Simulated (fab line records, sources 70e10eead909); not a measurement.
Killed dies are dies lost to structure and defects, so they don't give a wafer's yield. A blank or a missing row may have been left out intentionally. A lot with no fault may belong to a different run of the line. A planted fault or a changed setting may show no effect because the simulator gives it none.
A lot that was struck, set against a sound lot :: flow nand_harc :: 38 steps out of a route of 1302
Sound: these wafers, L841.2, L841.5, L841.6. Wafers struck: L833.1, L833.2, L833.6. The cause comes at the end.
For every step that has rows: the tool of each side, followed by ch and its chambers, followed by its first start. Under that, the readings that differ: sound wafers :: struck wafers :: difference of the means :: sigmas: that difference in standard deviations of wafers without a fault.
alike: readings with means less than 2 such deviations apart, plus words and numbers identical on both sides. not compared: withheld readings, readings lacking a value on some wafer, bounds such as >300 that could conceal the same value, and numbers that have no deviation in the record and whose values overlap.
The two part at a step that has a row with sigmas, a row that says differs or no value, or rows on one side only. Numbers that don't overlap but have no deviation are shown without sigmas and don't part them. A reading missing from all wafers of one side parts the sides only when that side holds two or more wafers.

first, 10 steps without rows for these wafers: NHARC_A_CHANNEL_HOLE_D1_DEP_00 (deposits aC, target thk 3100 nm); NHARC_A_CHANNEL_HOLE_D1_DEP_01 (deposits SiON, target thk 140 nm); NHARC_A_CHANNEL_HOLE_D1_DEHYDRATE_02 (time 120 s); NHARC_A_CHANNEL_HOLE_D1_HMDS_03 (time 30 s); NHARC_A_CHANNEL_HOLE_D1_COAT_36 (time 75 s); NHARC_A_CHANNEL_HOLE_D1_COAT_37 (time 65 s); NHARC_A_CHANNEL_HOLE_D1_COAT_04 (resist thk 90 nm); NHARC_A_CHANNEL_HOLE_D1_SOFTBAKE_05 (time 55 s); NHARC_A_CHANNEL_HOLE_D1_EBR_06; NHARC_A_CHANNEL_HOLE_D1_EXPOSE_07 (exposes mask HOLE D1, target cd 100 nm).
NHARC_A_CHANNEL_HOLE_D1_PEB_08: peb time 65 s.
  sound on litho_track-01 ch 0, day 17 02:00; struck on litho_track-04 ch 0, day 13 16:07
reading: heater_power_total_W (W)
sound: 156.8 157.1 156.2
struck: 153.3 153.3 152.1
difference: -3.8
sigmas: -9

reading: plate_temp_C (C)
sound: 100.20 100.20 100.04
struck: 98.37 98.15 98.27
difference: -1.88
sigmas: -14
then, 1 step without rows for these wafers: NHARC_A_CHANNEL_HOLE_D1_DEVELOP_09 (develop time 35 s).
NHARC_A_CHANNEL_HOLE_D1_CD_MEAS_10: target cd 100 nm.
  sound on cd_sem-02 ch 0, day 17 02:05; struck on cd_sem-02 ch 0, day 13 16:11
reading: cd_nm (nm)
sound: 99.7 99.8 99.7
struck: 94.4 95.5 95.2
difference: -4.7
sigmas: -8
NHARC_A_CHANNEL_HOLE_D1_DESCUM_15: chemistry O2, time 3 s.
  sound on rie_diel-07 ch 1,2,3, day 17 02:17; struck on rie_diel-08 ch 2,3, day 13 16:22
reading: model.A_CHANNEL_HOLE_D1.cd_nm (nm)
sound: 99.53 100 99.63
struck: 95.27 94.72 95.71
difference: -4.49
sigmas: 
  alike: chamber_pressure_mTorr, drypump_motor_current_A, oes_product_au, rf_vpp_V, showerhead_plenum_p_Torr, throttle_valve_pct
  not compared: rf_hours_counter_h
then, 16 steps without rows for these wafers: NHARC_A_CHANNEL_HOLE_D1_ETCH_38 (etches the open film in CF4, target depth 39 nm, time 65 s); NHARC_A_CHANNEL_HOLE_D1_ETCH_39 (etches the open film in N2/H2, target depth 260 nm, time 325 s); NHARC_A_CHANNEL_HOLE_D1_ETCH_34 (etches the open film in CF4/CHF3, target depth 154 nm, time 77 s); NHARC_A_CHANNEL_HOLE_D1_ETCH_16 (etches the open film in O2/COS, target depth 3100 nm, time 806 s); NHARC_A_CHANNEL_HOLE_D1_ETCH_19 (etches the open film in C4F8/O2/Ar, time 34.5 s); NHARC_A_CHANNEL_HOLE_D1_ETCH_20 (etches the open film in C4F8/O2/Ar, time 361.9 s, target depth 1600 nm); NHARC_A_CHANNEL_HOLE_D1_ETCH_21 (etches the open film in C4F8/O2/Ar, time 514.3 s, target depth 1600 nm); NHARC_A_CHANNEL_HOLE_D1_ETCH_22 (etches the open film in C4F8/O2/Ar, time 666.7 s, target depth 1600 nm); NHARC_A_CHANNEL_HOLE_D1_ETCH_23 (etches the open film in C4F8/O2/Ar, time 819 s, target depth 1600 nm); NHARC_A_CHANNEL_HOLE_D1_ETCH_24 (etches the open film in C4F8/O2/Ar, time 906.2 s, target depth 1500 nm); NHARC_A_CHANNEL_HOLE_D1_ETCH_25 (etches the open film in C4F8/O2/Ar, time 1040.2 s, target depth 1500 nm); NHARC_A_CHANNEL_HOLE_D1_ETCH_26 (etches the open film in C4F8/O2/Ar, time 224.1 s, target depth 300 nm); NHARC_A_CHANNEL_HOLE_D1_ETCH_33 (etches the open film in C4F8/O2/Ar, time 90 s, target depth 400 nm); NHARC_A_CHANNEL_HOLE_D1_STRIP_41 (strips in N2/H2); NHARC_A_CHANNEL_HOLE_D1_STRIP_42 (strips in CF4/CHF3); NHARC_A_CHANNEL_HOLE_D1_STRIP_43 (strips in O2/COS).
NHARC_A_CHANNEL_HOLE_D1_ETCH_44: etches the open film in CF4/O2, target depth 140 nm, overetch 14 nm, time 77 s.
  sound on rie_diel-09 ch 0,1,2, day 17 15:53; struck on rie_diel-09 ch 0,1, day 13 22:16
reading: cf4_flow_sccm (sccm)
sound: 80.18 80.29 80.32
struck: 79.58 79.54 79.76
difference: -0.64
sigmas: -3

reading: model.A_CHANNEL_HOLE_D1.cd_nm (nm)
sound: 89.99 89.03 90.36
struck: 83.32 84.49 84.96
difference: -5.54
sigmas: 
  alike: chamber_pressure_mTorr, drypump_motor_current_A, oes_product_au, rf_vpp_V, showerhead_plenum_p_Torr, throttle_valve_pct
  not compared: rf_hours_counter_h
then, 3 steps without rows for these wafers: NHARC_A_CHANNEL_HOLE_D1_STRIP_27 (strips in O2); NHARC_A_CHANNEL_HOLE_D1_PRECLEAN_28 (cleans in SC1); NHARC_A_CHANNEL_HOLE_D1_SRD_29.
NHARC_A_CHANNEL_HOLE_D1_CD_MEAS_30:
  sound: cd_sem-03 at day 17 16:40; struck: cd_sem-01 at day 13 23:03
reading: cd_nm (nm)
sound: 88.5 89.3 90.1
struck: 83.4 84.6 84.9
difference: -5.0
sigmas: -4
NHARC_A_CHANNEL_HOLE_D1_XSEM_31:
  sound on xsem-02 ch 0, day 17 16:46; struck on xsem-02 ch 0, day 13 23:08
reading: bot_cd_nm (nm)
sound: 73.3 73.7 74.4
struck: 68.3 68.7 69.3
difference: -5.0
sigmas: -4
  alike: bow_nm, tilt_deg
-- record jumps: 16 days between struck wafers' starts before vs after; left off in module A_CHANNEL_HOLE_D1, resumes in module END, first step shown is number 1301 of the route --
NHARC_END_WLT_00:
  sound: prober-01 at day 32 21:58; struck: prober-02 at day 29 12:32
reading: VT_DECK1_BOTTOM
sound: 0.876 0.870 0.886
struck: 0.859 0.857 0.854
difference: -0.021
sigmas: -4

reading: VT_DECK1_BOTTOM_INNER
sound: 0.875 0.882 0.873
struck: 0.842 0.853 0.847
difference: -0.029
sigmas: -5

reading: VT_DECK1_MEDIAN_NEAR_BOTTOM
sound: 0.877 0.878 0.881
struck: 0.849 0.859 0.859
difference: -0.023
sigmas: -3

reading: VT_DECK1_MEDIAN_NEAR_BOTTOM_INNER
sound: 0.877 0.879 0.879
struck: 0.858 0.857 0.851
difference: -0.023
sigmas: -3

reading: VT_DECK1_MIDDLE
sound: 0.893 0.896 0.885
struck: 0.865 0.870 0.873
difference: -0.022
sigmas: -3

reading: VT_DECK1_MIDDLE_INNER
sound: 0.895 0.891 0.890
struck: 0.863 0.871 0.877
difference: -0.022
sigmas: -3

reading: VT_DECK1_TOP
sound: 0.898 0.907 0.909
struck: 0.880 0.884 0.887
difference: -0.021
sigmas: -3

reading: VT_DECK1_TOP_INNER
sound: 0.906 0.902 0.902
struck: 0.883 0.890 0.881
difference: -0.019
sigmas: -3

reading: VT_DECK2_MIDDLE
sound: 0.902 0.894 0.898
struck: 0.889 0.880 0.882
difference: -0.014
sigmas: -2
  alike: VT_DECK2_BOTTOM, VT_DECK2_BOTTOM_INNER, VT_DECK2_MEDIAN_NEAR_BOTTOM, VT_DECK2_MEDIAN_NEAR_BOTTOM_INNER, VT_DECK2_MIDDLE_INNER, VT_DECK2_TOP, VT_DECK2_TOP_INNER
NHARC_END_SORT_01:
  here the record holds rows for the struck wafers (prober-02 ch 0, day 29 15:32) but none for the sound ones

WHERE THEY PART
First at NHARC_A_CHANNEL_HOLE_D1_PEB_08; last, within this record, at NHARC_END_SORT_01.

WHY: the cause the simulator had injected
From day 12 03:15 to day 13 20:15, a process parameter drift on litho_track-04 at NHARC_A_CHANNEL_HOLE_D1_PEB_08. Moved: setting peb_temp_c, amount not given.
